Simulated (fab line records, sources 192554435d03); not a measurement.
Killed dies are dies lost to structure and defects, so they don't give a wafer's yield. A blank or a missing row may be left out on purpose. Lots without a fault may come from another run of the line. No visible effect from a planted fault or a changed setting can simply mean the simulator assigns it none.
One fault seen from 3 desks	flow n5_finfet	what lay behind the numbers comes last; until then each desk has only its own

== DESK OF THE TOOL OWNER: rie_diel-04 ==
The tool's own readings at N5_BEOL_M7_ETCH_66 (etches SOC in N2/H2, target depth 80 nm, overetch 16 nm, time 120 s): means of the sampled wafers that have a number, for each lot that ran on this tool. If a lot's mean is further than 4 standard deviations from the usual mean, the lot is out of limits and carries the mark OUT (the distance appears in the brackets).
Columns: A = drypump_motor_current_A at N5_BEOL_M7_ETCH_66, usual 5.4 A; B = oes_product_au at N5_BEOL_M7_ETCH_66, usual 0.62 a.u.; C = rf_vpp_V at N5_BEOL_M7_ETCH_66, usual 524.3 V; D = showerhead_plenum_p_Torr at N5_BEOL_M7_ETCH_66, usual 2.56 Torr; E = throttle_valve_pct at N5_BEOL_M7_ETCH_66, usual 17.73 %
lot	first seen here	A	B	C	D	E
L435	day 10 01:38	5.5	0.58	522.3	2.50	17.96
L446	day 12 06:16	5.5	0.63	522.3	2.49	17.75
L448	day 13 05:47	5.2	0.68	523.8	2.54	17.55
L452	day 13 19:49	5.0	0.67	526.7	2.63	17.59
This desk found nothing out of limits on any of the 4 lots.

== AT THE METROLOGY DESK ==
Lot by lot, what the gauges showed, no matter which tool ran the lot: averages of those sampled wafers that carry a number. If a lot's mean is further than 4 standard deviations from the usual mean, the lot is out of limits and carries the mark OUT (the distance appears in the brackets).
Columns: A = cd_nm at N5_BEOL_M7_CD_MEAS_28, usual 39.98 nm; B = V6_OVL at N5_BEOL_M7_OVL_MEAS_29, usual 0.4 nm
lot	first seen here	A	B
L435	day 10 01:26	39.84	0.6
L437	day 10 06:40	39.79	0.0
L443	day 11 16:50	39.84	1.8
L446	day 12 05:25	40.24	0.9
L448	day 13 05:21	40.10	0.1
L452	day 13 19:36	39.87	-0.2
This desk found nothing out of limits on any of the 6 lots.

== THE DEFECT DESK ==
Lot by lot, what the route's inspections counted, given as the mean of those sampled wafers with a number. If a lot's mean is further than 4 standard deviations from the usual mean, the lot is out of limits and carries the mark OUT (the distance appears in the brackets).
Columns: A = raw_defect_count at N5_BEOL_M7_INSPECT_30, usual 393
lot	first seen here	A
L435	day 10 01:32	451
L437	day 10 06:46	361
L443	day 11 16:56	416
L446	day 12 05:31	528
L448	day 13 05:26	403
L452	day 13 19:41	365
This desk found nothing out of limits on any of the 6 lots.

== PUT TOGETHER ==
Nothing out of limits was seen by the tool owner's desk.
From the metrology desk's view, nothing was out of limits.
Nothing the defect desk looked at was out of limits.

== WHAT HAD BEEN PUT IN BY THE SIMULATOR ==
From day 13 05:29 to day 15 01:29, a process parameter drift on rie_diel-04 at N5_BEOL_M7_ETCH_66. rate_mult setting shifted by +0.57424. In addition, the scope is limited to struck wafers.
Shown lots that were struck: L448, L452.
